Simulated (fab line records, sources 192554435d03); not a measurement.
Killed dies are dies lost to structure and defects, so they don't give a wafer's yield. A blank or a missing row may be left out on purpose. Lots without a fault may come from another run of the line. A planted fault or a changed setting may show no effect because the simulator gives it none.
Chamber matching | flow n5_finfet | N5_SD_EPI_N_ETCH_34 on rie_diel-03: 4 sister chambers
The step etches SiARC in CF4, target depth 45.5 nm, time 75.8 s. 8 wafers are shown with their chamber, then 7 later ones without.

WAFERS WITH THEIR CHAMBER
wafer  | chamber | drypump_motor_current_A (A) | showerhead_plenum_p_Torr (Torr)
L076.1 | 0       | 5.5                         | 2.21
L078.1 | 0       | 5.5                         | 2.21
L078.2 | 1       | 6.0                         | 2.12
L078.3 | 3       | 6.1                         | 2.12
L079.3 | 3       | 6.2                         | 2.12
L079.5 | 2       | 5.8                         | 2.14
L082.3 | 2       | 5.8                         | 2.13
L082.4 | 1       | 6.0                         | 2.12

WAFERS WITHOUT THEIR CHAMBER
wafer  | drypump_motor_current_A (A) | showerhead_plenum_p_Torr (Torr)
L082.5 | 6.0                         | 2.12
L085.2 | 5.8                         | 2.13
L085.4 | 6.1                         | 2.12
L085.5 | 5.5                         | 2.21
L097.1 | 6.1                         | 2.11
L097.2 | 5.8                         | 2.12
L097.4 | 6.1                         | 2.11

WHICH CHAMBER EACH WENT THROUGH
wafer  | from the rows above     | in truth
L082.5 | 1                       | 1
L085.2 | 2                       | 2
L085.4 | can't be placed: 3 or 1 | 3
L085.5 | 0                       | 0
L097.1 | can't be placed: 3 or 1 | 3
L097.2 | can't be placed: 2 or 1 | 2
L097.4 | can't be placed: 3 or 1 | 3
Placed correctly: 3 of 7. Can't be placed from these rows: 4 (the true chamber is among the candidates in 4). Placed wrongly: 0.
How it was worked out, from the rows above alone: a wafer's distance from a chamber is the root of the sum, over the readings, of the square of ((its reading less the chamber's mean) divided by the reading's scatter). The wafer belongs to the nearest chamber; if the next one is less than 2 further off, it can't be placed. A chamber's mean is the mean of its shown wafers. The scatter: the root of (the sum of the squares of (reading less its chamber's mean) over the shown wafers, divided by (wafers less chambers)).
